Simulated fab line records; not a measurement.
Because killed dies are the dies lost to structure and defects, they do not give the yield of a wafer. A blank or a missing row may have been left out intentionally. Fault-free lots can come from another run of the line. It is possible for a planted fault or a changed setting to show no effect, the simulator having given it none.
Matching of chambers :: flow n5-finfet :: N5_BEOL_M0_SAQP_MANDREL1_REMOVE_100 on rie-si-02 has 4 sister chambers
The step chemistry HBr/Cl2/O2, target a-Si, stops on SiNx, bt time 10 s. 7 wafers are shown with their chamber, then 7 later ones without.

WAFERS, EACH WITH ITS CHAMBER
wafer: L078.1
chamber: 3
throttle-valve-pct (%): 36.9
oes-product-au (a.u.): 0.996

wafer: L078.3
chamber: 2
throttle-valve-pct (%): 36.6
oes-product-au (a.u.): 1.002

wafer: L079.1
chamber: 2
throttle-valve-pct (%): 36.6
oes-product-au (a.u.): 1.021

wafer: L079.4
chamber: 0
throttle-valve-pct (%): 36.6
oes-product-au (a.u.): 1.030

wafer: L079.6
chamber: 1
throttle-valve-pct (%): 36.4
oes-product-au (a.u.): 1.004

wafer: L080.1
chamber: 1
throttle-valve-pct (%): 36.5
oes-product-au (a.u.): 1.014

wafer: L080.4
chamber: 0
throttle-valve-pct (%): 36.6
oes-product-au (a.u.): 1.031

WAFERS WHOSE CHAMBER IS MISSING
wafer: L080.6
throttle-valve-pct (%): 36.4
oes-product-au (a.u.): 1.018

wafer: L089.2
throttle-valve-pct (%): 36.6
oes-product-au (a.u.): 1.000

wafer: L089.3
throttle-valve-pct (%): 36.9
oes-product-au (a.u.): 0.994

wafer: L089.6
throttle-valve-pct (%): 36.4
oes-product-au (a.u.): 1.009

wafer: L096.2
throttle-valve-pct (%): 36.9
oes-product-au (a.u.): 1.005

wafer: L096.4
throttle-valve-pct (%): 36.6
oes-product-au (a.u.): 1.026

wafer: L096.5
throttle-valve-pct (%): 36.6
oes-product-au (a.u.): 1.016

THE CHAMBER EACH PASSED THROUGH
wafer: L080.6
from the rows above: 1
in truth: 1

wafer: L089.2
from the rows above: 2
in truth: 2

wafer: L089.3
from the rows above: 3
in truth: 3

wafer: L089.6
from the rows above: 1
in truth: 1

wafer: L096.2
from the rows above: 3
in truth: 3

wafer: L096.4
from the rows above: can't be placed: 0 or 2
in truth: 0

wafer: L096.5
from the rows above: can't be placed: 2 or 0
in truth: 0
5 of 7 placed correctly. Unplaceable from these rows: 2, with the true chamber sitting among the candidates in 2. 0 placed wrongly.
How it was worked out, from the rows above alone: a wafer's distance from a chamber is the root of the sum, over the readings, of the square of ((its reading less the chamber's mean) divided by the reading's scatter). If the next closest chamber is less than 2 further off than the closest, the wafer can't be placed; otherwise it belongs to the closest. The mean given for a chamber averages the wafers shown for that chamber. The scatter: the root of (the sum of the squares of (reading less its chamber's mean) over the shown wafers, divided by (wafers less chambers)).
